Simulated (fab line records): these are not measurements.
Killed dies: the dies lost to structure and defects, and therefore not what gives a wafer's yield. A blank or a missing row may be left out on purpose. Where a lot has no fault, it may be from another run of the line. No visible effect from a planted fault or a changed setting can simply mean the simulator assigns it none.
fab line records -- flow nand_harc
record: lots: 5, wafers: 15, last_day: 33
route steps=1302 shown P_M1@316 P_M2@318
lots that met no fault: taken from a fault-free run of the same line
start_h: start of the lot's first displayed wafer, in hours after the record's first day -- wait_h: how many hours have passed since the lot's step before this one -- " repeats the value in the row above -- L1.1+2: a row that stands for several wafers -- - no value, or no start was given -- * or withheld: withheld -- < > ~ a bound
route shown NAME@n: names a module that has steps shown in the file, with the first one's number in the route -- usual: average and standard deviation across the fault-free wafers -- same: alike in all rows -- chamber/n: place in a boat -- sites: the reading at each site -- _std_site: the values' standard deviation -- _edge_site: inner sites' mean taken away from outer sites' mean -- radius_mm: for every site, how far away it sits from the centre of the wafer -- mask NAME#n: copy n -- behind: the most recent tool/chamber to have shaped the wafer -- hold: the reason the lot was held/the length of the hold in hours/how it ended -- device: whichever transistor did not switch (one of n, p or np) -- end of line: the route-end tests of the same wafers -- step lacking rows: just its recipe -- killed: dies that structure and defects cost at the first sort, which is not the same as the wafer's yield -- map: per-die view of a wafer (x killed, . not killed, _ where there is no die)
set.NAME: the run value of the setting; set.NAME@STEP: its run value at that earlier step -- model.NAME: the simulator's own value behind a step, which no gauge read
lots seen at some steps along the route; tables by step, rows by wafer
services: when a tool's chamber went out of use (start_h, in hours from the record's first day, below 0 if earlier), for how many hours, and the reason
== steps ==
step: NHARC_P_M1_PRE_CLEAN_32
recipe: time_s: 12, temp_c: 370, rf_power_w: 300, gas: NH3
step: NHARC_P_M1_DEP_33
recipe: target_thk_a: 300, temp_c: 370, target_thk_nm: 30, pressure_torr: 3, flow_sccm: 200, rf_w: 450, material: SiCN
step: NHARC_P_M2_DEP_00
recipe: target_thk_a: 1825, target_thk_nm: 182.5, temp_c: withheld, pressure_torr: 5, flow_sccm: 200, rf_w: 600, material: SiOC
step: NHARC_P_M2_DEHYDRATE_01
recipe: temp_c: 150, time_s: 120
step: NHARC_P_M2_HMDS_02
recipe: time_s: 30
step: NHARC_P_M2_COAT_34
recipe: temp_c: 200, time_s: 65
step: NHARC_P_M2_COAT_03
recipe: spin_rpm: 1500, resist_thk_nm: 90
step: NHARC_P_M2_SOFTBAKE_04
recipe: temp_c: 105, time_s: 55
step: NHARC_P_M2_EBR_05
step: NHARC_P_M2_EXPOSE_06
recipe: na: 1.35, target_cd_nm: 170, dose_mj: 80.78, mask_id: P_M2
step: NHARC_P_M2_PEB_07
recipe: peb_temp_c: 100, peb_time_s: 65
usual: heater_power_total_W: 156.6/0.44, plate_temp_C: 100.00/0.14
lot.wafer,tool,chamber,start_h,wait_h,heater_power_total_W,plate_temp_C
L719.2,litho_track-06,0,205.97,0.1,161.4,102.04
L719.5,litho_track-06,0,205.97,0.1,161.5,102.17
L719.6,litho_track-06,0,205.97,0.1,161.0,102.06
L721.2,litho_track-06,0,220.07,0.1,160.7,102.26
L721.3,litho_track-06,0,220.07,0.1,160.9,102.33
L721.5,litho_track-06,0,220.07,0.1,160.7,102.12
L722.1,litho_track-06,0,228.60,0.1,160.6,102.18
L722.3,litho_track-06,0,228.60,0.1,161.3,101.99
L722.4,litho_track-06,0,228.60,0.1,161.2,102.00
L730.1,litho_track-06,0,306.53,0.1,156.0,99.86
L730.3,litho_track-06,0,306.53,0.1,156.5,99.87
L730.5,litho_track-06,0,306.53,0.1,157.1,100.07
L733.1,litho_track-06,0,341.17,0.1,156.9,100.06
L733.3,litho_track-06,0,341.17,0.1,156.0,100.07
L733.5,litho_track-06,0,341.17,0.1,157.1,99.82
step: NHARC_P_M2_DEVELOP_08
recipe: develop_time_s: 35, dev_temp_c: 23
step: NHARC_P_M2_CD_MEAS_09
recipe: target_cd_nm: 170, landing_energy_ev: 500
usual: cd_nm: 169.9/0.45
lot.wafer,tool,chamber,start_h,wait_h,hold,cd_nm
L719.2,cd_sem-01,0,206.05,-,await_dispo/0.2h/release,177.0
L719.5,cd_sem-01,0,206.05,-,await_dispo/0.2h/release,177.0
L719.6,cd_sem-01,0,206.05,-,await_dispo/0.2h/release,176.7
L719.2,cd_sem-01,0,-,-,-,176.8
L719.5,cd_sem-01,0,-,-,-,177.5
L719.6,cd_sem-01,0,-,-,-,176.9
L721.2,cd_sem-02,0,220.15,-,await_dispo/0.2h/release,177.3
L721.3,cd_sem-02,0,220.15,-,await_dispo/0.2h/release,177.6
L721.5,cd_sem-02,0,220.15,-,await_dispo/0.2h/release,176.1
L721.2,cd_sem-02,0,-,-,-,177.3
L721.3,cd_sem-02,0,-,-,-,177.6
L721.5,cd_sem-02,0,-,-,-,176.1
L722.1,cd_sem-02,0,228.67,-,await_dispo/0.2h/release,174.7
L722.3,cd_sem-02,0,228.67,-,await_dispo/0.2h/release,175.3
L722.4,cd_sem-02,0,228.67,-,await_dispo/0.2h/release,175.2
L722.1,cd_sem-02,0,-,-,-,175.1
L722.3,cd_sem-02,0,-,-,-,175.3
L722.4,cd_sem-02,0,-,-,-,174.8
L730.1,cd_sem-01,0,306.61,-,-,170.4
L730.3,cd_sem-01,0,306.61,-,-,170.4
L730.5,cd_sem-01,0,306.61,-,-,170.1
L733.1,cd_sem-03,0,341.25,-,-,169.9
L733.3,cd_sem-03,0,341.25,-,-,169.4
L733.5,cd_sem-03,0,341.25,-,-,169.1
step: NHARC_P_M2_OVL_MEAS_10
recipe: pitch_nm: 340
usual: overlay_x_nm: -0.1/0.87, overlay_y_nm: 0.0/1
lot.wafer,tool,chamber,start_h,wait_h,hold,overlay_x_nm,overlay_y_nm
L719.2,overlay-02,-,210.79,-,await_dispo/4.5h/release,-0.1,0.8
L719.5,overlay-02,-,210.79,-,await_dispo/4.5h/release,0.2,0.8
L719.6,overlay-02,-,210.79,-,await_dispo/4.5h/release,-0.3,0.7
L721.2,overlay-02,-,224.06,-,await_dispo/3.6h/release,-0.8,1.9
L721.3,overlay-02,-,224.06,-,await_dispo/3.6h/release,-0.6,1.7
L721.5,overlay-02,-,224.06,-,await_dispo/3.6h/release,-0.7,1.5
L722.1,overlay-02,-,235.75,-,await_dispo/6.8h/release,-0.4,0.6
L722.3,overlay-02,-,235.75,-,await_dispo/6.8h/release,-0.6,1.0
L722.4,overlay-02,-,235.75,-,await_dispo/6.8h/release,-0.1,1.2
L730.1,overlay-01,-,306.70,-,-,0.6,0.3
L730.3,overlay-01,-,306.70,-,-,1.1,0.0
L730.5,overlay-01,-,306.70,-,-,0.6,0.5
L733.1,overlay-01,-,341.33,-,-,0.4,0.4
L733.3,overlay-01,-,341.33,-,-,0.7,0.0
L733.5,overlay-01,-,341.33,-,-,0.0,0.0
step: NHARC_P_M2_DESCUM_14
recipe: time_s: 3, o2_flow_sccm: 200, ar_flow_sccm: 0, bias_power_w: 0, chemistry: O2
usual: drypump_motor_current_A: 5.8/0.34, oes_product_au: 0.998/0.0079, rf_vpp_V: 57.6/0.92, showerhead_plenum_p_Torr: 1.89/0.081, throttle_valve_pct: 11.311/0.01
lot.wafer,tool,chamber,start_h,wait_h,drypump_motor_current_A,oes_product_au,rf_hours_counter_h,rf_vpp_V,showerhead_plenum_p_Torr,throttle_valve_pct,model.P_M2.cd_nm
L719.2,rie_diel-13,1,210.90,0.1,6.1,1.003,1.5,58.1,1.93,11.312,176.8
L719.6,rie_diel-13,0,210.90,0.1,5.9,0.988,-,58.3,1.98,11.304,176.3
L719.5,rie_diel-13,1,210.90,0.1,6.1,0.992,-,58.5,1.93,11.301,177.2
L721.3,rie_diel-13,3,224.23,0.1,6.2,0.993,2.1,57.6,1.85,11.315,176.6
L721.2,rie_diel-13,0,224.23,0.1,5.9,1.005,1.9,57.9,1.98,11.329,176.7
L721.5,rie_diel-13,3,224.23,0.1,6.2,0.995,-,56.5,1.85,11.322,175.6
L722.3,rie_diel-02,3,235.85,0.1,5.4,1.004,0,55.3,1.80,11.301,175.1
L722.1,rie_diel-02,0,235.85,0.1,6.3,1.002,0,58.8,1.97,11.316,174.7
L722.4,rie_diel-02,2,235.85,0.1,5.7,1.001,0,59.1,1.88,11.299,174.9
L730.1,rie_diel-04,3,306.80,0.1,5.7,1.010,6.3,58.4,1.85,11.319,170.1
L730.3,rie_diel-04,0,306.80,0.1,5.7,1.006,7.8,57.9,1.92,11.308,170.3
L730.5,rie_diel-04,3,306.80,0.1,5.7,1.002,-,57.1,1.85,11.313,170
L733.3,rie_diel-13,1,341.43,0.1,6.1,1.006,8.4,57.2,1.93,11.316,169.3
L733.1,rie_diel-13,2,341.43,0.1,5.2,0.991,9.2,56.1,1.79,11.318,169.9
L733.5,rie_diel-13,2,341.43,0.1,5.2,1.006,-,57.4,1.79,11.308,169.1
step: NHARC_P_M2_ETCH_35
recipe: target_depth_a: 400, overetch_a: 120, time_s: 43.94, ion_energy_ev: 200, n2_flow_sccm: 150, h2_flow_sccm: 150, ar_flow_sccm: 0, rf_w: 400, bias_w: 150, chemistry: N2/H2
step: NHARC_P_M2_ETCH_15
recipe: target_depth_a: 1825, time_s: 91.2, c4f8_flow_sccm: withheld, ar_flow_sccm: 400, rf_w: 600, bias_w: 300, chemistry: C4F8/Ar
step: NHARC_P_M2_CD_MEAS_16
usual: cd_nm: 169.6/0.59
lot.wafer,tool,chamber,start_h,wait_h,hold,cd_nm
L719.2,cd_sem-02,-,211.23,-,await_dispo/0.2h/release,176.0
L719.5,cd_sem-02,-,211.23,-,await_dispo/0.2h/release,177.1
L719.6,cd_sem-02,-,211.23,-,await_dispo/0.2h/release,176.2
L719.2,cd_sem-02,-,211.42,0.2,-,176.1
L719.5,cd_sem-02,-,211.42,0.2,-,176.8
L719.6,cd_sem-02,-,211.42,0.2,-,176.0
L721.2,cd_sem-03,-,224.66,-,await_dispo/0.2h/release,175.9
L721.3,cd_sem-03,-,224.66,-,await_dispo/0.2h/release,176.5
L721.5,cd_sem-03,-,224.66,-,await_dispo/0.2h/release,175.5
L721.2,cd_sem-03,-,224.84,0.2,-,176.5
L721.3,cd_sem-03,-,224.84,0.2,-,176.3
L721.5,cd_sem-03,-,224.84,0.2,-,176.0
L722.1,cd_sem-03,-,236.15,-,await_dispo/0.2h/release,174.1
L722.3,cd_sem-03,-,236.15,-,await_dispo/0.2h/release,175.7
L722.4,cd_sem-03,-,236.15,-,await_dispo/0.2h/release,175.3
L722.1,cd_sem-03,-,236.33,0.2,-,174.6
L722.3,cd_sem-03,-,236.33,0.2,-,175.7
L722.4,cd_sem-03,-,236.33,0.2,-,175.1
L730.1,cd_sem-02,-,307.10,-,-,170.5
L730.3,cd_sem-02,-,307.10,-,-,170.4
L730.5,cd_sem-02,-,307.10,-,-,170.2
L733.1,cd_sem-03,-,341.78,-,-,169.4
L733.3,cd_sem-03,-,341.78,-,-,168.7
L733.5,cd_sem-03,-,341.78,-,-,168.5
step: NHARC_P_M2_STRIP_18
recipe: power_w: 1000, n2_flow_sccm: 150, h2_flow_sccm: 150, ar_flow_sccm: 0, bias_w: 0, chemistry: N2/H2
usual: drypump_motor_current_A: 5.9/0.34, oes_product_au: 0.997/0.0072, rf_vpp_V: 90.5/0.95, showerhead_plenum_p_Torr: 2.01/0.085, throttle_valve_pct: 14.171/0.009
lot.wafer,tool,chamber,start_h,wait_h,hold,drypump_motor_current_A,oes_product_au,rf_hours_counter_h,rf_vpp_V,showerhead_plenum_p_Torr,throttle_valve_pct
L719.2,rie_diel-04,2,213.65,2.2,await_dispo/2.2h/release,6.3,0.986,0.6,89.8,1.99,14.168
L719.5,rie_diel-04,2,213.65,2.2,await_dispo/2.2h/release,6.4,0.988,-,91.4,1.99,14.175
L719.6,rie_diel-04,3,213.65,2.2,await_dispo/2.2h/release,5.7,1.000,-,90.0,1.98,14.176
L721.2,rie_diel-13,2,227.05,2.2,await_dispo/2.1h/release,5.2,0.987,2.2,91.0,1.90,14.173
L721.3,rie_diel-13,1,227.05,2.2,await_dispo/2.1h/release,6.1,0.995,1.9,90.1,2.06,14.165
L721.5,rie_diel-13,3,227.05,2.2,await_dispo/2.1h/release,6.2,0.988,-,90.0,1.97,14.162
L722.3,rie_diel-13,0,241.96,5.6,await_dispo/5.5h/release,5.9,0.999,2.6,92.1,2.11,14.177
L722.4,rie_diel-13,1,241.96,5.6,await_dispo/5.5h/release,6.1,1.005,2.5,92.8,2.06,14.157
L722.1,rie_diel-13,3,241.96,5.6,await_dispo/5.5h/release,6.2,1.004,3.3,90.4,1.97,14.162
L730.1,rie_diel-04,0,307.20,0.1,-,5.7,1.000,7.9,91.4,2.04,14.176
L730.3,rie_diel-04,1,307.20,0.1,-,5.6,0.999,7.4,88.9,1.89,14.166
L730.5,rie_diel-04,3,307.20,0.1,-,5.7,1.001,-,91.7,1.97,14.155
L733.3,rie_diel-02,3,341.88,0.1,-,5.4,1.001,3.6,90.8,1.91,14.192
L733.1,rie_diel-02,1,341.88,0.1,-,6.0,1.003,3.4,91.0,2.19,14.177
L733.5,rie_diel-02,3,341.88,0.1,-,5.4,1.003,-,90.7,1.91,14.158
step: NHARC_P_M2_ETCH_28
recipe: target_depth_a: 300, over_etch_frac: 0.3, time_s: 72.99, ion_energy_ev: 150, cf4_flow_sccm: 50, n2_flow_sccm: 100, ar_flow_sccm: 150, rf_w: 300, bias_w: 100, chemistry: CF4/N2
usual: drypump_motor_current_A: 5.9/0.35, oes_product_au: 1.001/0.0074, rf_vpp_V: 313.5/1.9, showerhead_plenum_p_Torr: 2.59/0.1, throttle_valve_pct: 19.793/0.0085
lot.wafer,tool,chamber,start_h,wait_h,drypump_motor_current_A,oes_product_au,rf_hours_counter_h,rf_vpp_V,showerhead_plenum_p_Torr,throttle_valve_pct,model.P_M2.cd_nm
L719.2,rie_diel-04,3,-,-,5.7,0.992,0.6,312.5,2.55,19.785,176.4
L719.5,rie_diel-04,0,-,-,5.7,1.016,-,314.6,2.63,19.811,177.3
L719.6,rie_diel-04,1,-,-,5.5,1.008,-,313.0,2.45,19.805,176
L721.3,rie_diel-13,1,-,-,6.1,1.000,1.9,316.1,2.65,19.795,176.7
L721.2,rie_diel-13,3,-,-,6.2,0.995,2.2,314.1,2.55,19.801,176.5
L721.5,rie_diel-13,0,-,-,5.9,0.987,-,315.1,2.71,19.797,175.8
L722.3,rie_diel-13,3,-,-,6.2,1.002,3.4,313.8,2.55,19.796,175.8
L722.1,rie_diel-13,0,-,-,5.9,1.000,2.7,315.7,2.71,19.786,174.3
L722.4,rie_diel-13,1,-,-,6.1,1.004,2.5,315.6,2.65,19.793,175
L730.1,rie_diel-04,0,-,-,5.7,1.001,7.9,313.9,2.63,19.791,170.3
L730.3,rie_diel-04,2,-,-,6.4,0.991,6.6,312.9,2.56,19.778,170.3
L730.5,rie_diel-04,0,-,-,5.7,1.008,-,314.0,2.63,19.790,169.6
L733.1,rie_diel-02,1,-,-,6.0,1.001,3.4,317.5,2.80,19.799,169.7
L733.3,rie_diel-02,2,-,-,5.8,1.001,3.8,312.6,2.59,19.805,168.9
L733.5,rie_diel-02,0,-,-,6.3,1.002,-,315.5,2.70,19.790,169.1
step: NHARC_P_M2_STRIP_19
recipe: time_s: 600, temp_c: 30, chemistry: post_etch_residue_remover
== services ==
tool,chamber,start_h,hours,kind
rie_diel-13,0,198.50,-,clean
rie_diel-13,1,198.50,-,clean
rie_diel-13,2,198.50,-,clean
rie_diel-13,3,198.50,-,clean
rie_diel-13,3,203.33,7.7,repair
rie_diel-02,-,205.43,1.9,repair
rie_diel-02,-,216.70,9.0,pm
rie_diel-13,0,223.00,-,clean
rie_diel-13,1,223.00,-,clean
rie_diel-13,2,223.00,-,clean
rie_diel-13,3,223.00,-,clean
rie_diel-04,3,225.27,8.1,repair
rie_diel-13,0,247.58,-,clean
rie_diel-13,1,247.58,-,clean
rie_diel-04,2,266.46,4.8,repair
rie_diel-13,-,284.62,0.1,repair
rie_diel-04,0,296.28,1.6,repair
rie_diel-04,-,299.33,2.6,repair
rie_diel-04,-,302.68,0.5,repair
rie_diel-02,-,308.85,0.6,repair
rie_diel-13,0,324.35,3.3,repair
rie_diel-13,3,340.62,3.4,repair
rie_diel-04,-,341.33,1.8,repair
rie_diel-13,-,342.00,9.0,pm
== key ==
first_sign: step: NHARC_P_M2_PEB_07, reading: plate_temp_C, direction: up, sigmas: 15, usual: *, struck: *
effect: step: NHARC_P_M2_PEB_07, reading: heater_power_total_W, direction: up, sigmas: 10, usual: *, struck: *
effect: step: NHARC_P_M2_CD_MEAS_09, reading: visit, direction: added, through: control_loop
effect: step: NHARC_P_M2_CD_MEAS_09, reading: cd_nm, direction: up, sigmas: 14, usual: 169.9, struck: 176.3, through: control_loop
effect: step: NHARC_P_M2_CD_MEAS_16, reading: visit, direction: added, through: control_loop
effect: step: NHARC_P_M2_CD_MEAS_16, reading: cd_nm, direction: up, sigmas: 10, usual: 169.6, struck: 175.8, through: control_loop
model_effect: step: NHARC_P_M2_DESCUM_14, value: P_M2.cd_nm, without: 169.6, struck: 176
model_effect: step: NHARC_P_M2_ETCH_28, value: P_M2.cd_nm, without: 169.6, struck: 176
met_at NHARC_P_M2_PEB_07
struck_wafers L719.2,L719.5,L719.6,L721.2,L721.3,L721.5,L722.1,L722.3,L722.4
loop_trim: step: NHARC_P_M2_EXPOSE_06, setting: dose, lots: L722
fault: kind: process_parameter_drift, tool: litho_track-06, chamber: -, onset_h: 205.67, steps: NHARC_P_M2_PEB_07, channel: peb_temp_c, offset: *, shape: step, end_h: 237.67, acts_in: *, stated: *
loop_trim: a control loop set the setting to another value than it would have without faults
